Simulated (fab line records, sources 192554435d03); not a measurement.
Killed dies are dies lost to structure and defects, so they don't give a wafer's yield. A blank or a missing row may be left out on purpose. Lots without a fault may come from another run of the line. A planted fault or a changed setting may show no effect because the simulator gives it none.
Chamber matching | flow n5_finfet | N5_BEOL_M0_CUTY_ETCH_62 on rie_diel-01: 4 sister chambers
The step etches SiARC in CF4, time 58.5 s. 8 wafers are shown with their chamber, then 8 later ones without.

WAFERS WITH THEIR CHAMBER
wafer  | chamber | etch_rf_on_time_s (s) | oes_product_au (a.u.)
L078.1 | 2       | 56.5                  | 0.87
L082.4 | 2       | 56.2                  | 0.82
L083.5 | 0       | 60.0                  | 0.59
L083.6 | 1       | 59.3                  | 0.61
L094.3 | 3       | 61.1                  | 0.74
L094.4 | 1       | 59.6                  | 0.60
L094.6 | 3       | 61.8                  | 0.73
L095.1 | 0       | 60.5                  | 0.57

WAFERS WITHOUT THEIR CHAMBER
wafer  | etch_rf_on_time_s (s) | oes_product_au (a.u.)
L095.5 | 57.1                  | 0.77
L095.6 | 59.8                  | 0.59
L096.1 | 60.2                  | 0.57
L096.2 | 59.3                  | 0.60
L096.4 | 61.9                  | 0.72
L097.3 | 56.7                  | 0.77
L097.4 | 61.8                  | 0.73
L097.6 | 59.5                  | 0.57

WHICH CHAMBER EACH WENT THROUGH
wafer  | from the rows above     | in truth
L095.5 | 2                       | 2
L095.6 | can't be placed: 1 or 0 | 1
L096.1 | 0                       | 0
L096.2 | 1                       | 1
L096.4 | 3                       | 3
L097.3 | 2                       | 2
L097.4 | 3                       | 3
L097.6 | can't be placed: 1 or 0 | 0
Placed correctly: 6 of 8. Can't be placed from these rows: 2 (the true chamber is among the candidates in 2). Placed wrongly: 0.
How it was worked out, from the rows above alone: a wafer's distance from a chamber is the root of the sum, over the readings, of the square of ((its reading less the chamber's mean) divided by the reading's scatter). The wafer belongs to the nearest chamber; if the next one is less than 2 further off, it can't be placed. A chamber's mean is the mean of its shown wafers. The scatter: the root of (the sum of the squares of (reading less its chamber's mean) over the shown wafers, divided by (wafers less chambers)).
